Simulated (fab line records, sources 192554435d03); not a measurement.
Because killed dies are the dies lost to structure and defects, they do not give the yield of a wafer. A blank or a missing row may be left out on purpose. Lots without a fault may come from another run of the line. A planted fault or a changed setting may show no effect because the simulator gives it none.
Chamber matching    flow n5-finfet    ald-metal-04 running N5_HKMG_FIN_ALD_91: 4 sister chambers
The step deposits TiN, target thk 1 nm, pulse time 1 s, purge time 3 s. 4 wafers are shown with their chamber, then 9 later ones without.

== WAFERS WITH THEIR CHAMBER ==
wafer   chamber  heater-power-w (W)
L078.5  1        944
L082.5  0        821
L083.1  2        906
L083.5  3        816

== WAFERS WITH NO CHAMBER GIVEN ==
wafer   heater-power-w (W)
L089.3  848
L089.4  807
L089.5  840
L090.3  818
L090.4  911
L090.5  829
L097.4  863
L097.5  880
L097.6  844

== EACH ONE'S CHAMBER ==
wafer   from the rows above                in truth
L089.3  can't be placed: 0 or 3 or 2       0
L089.4  can't be placed: 3 or 0            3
L089.5  can't be placed: 0 or 3            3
L090.3  can't be placed: 3 or 0            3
L090.4  can't be placed: 2 or 1            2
L090.5  can't be placed: 0 or 3            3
L097.4  can't be placed: 0 or 2 or 3 or 1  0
L097.5  can't be placed: 2 or 0 or 1 or 3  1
L097.6  can't be placed: 0 or 3 or 2       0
Placed correctly: 0 of 9. Unplaceable from these rows: 9, with the true chamber sitting among the candidates in 9. Number placed wrongly: 0.
How it was worked out, from the rows above alone: a wafer's distance from a chamber is the root of the sum, over the readings, of the square of ((its reading less the chamber's mean) divided by the reading's scatter). The wafer belongs to the nearest chamber; if the next one is less than 2 further off, it can't be placed. The mean given for a chamber averages the wafers shown for that chamber. The scatter: root of mean squared gap, hidden wafer to nearest shown wafer, with one shown wafer a chamber.
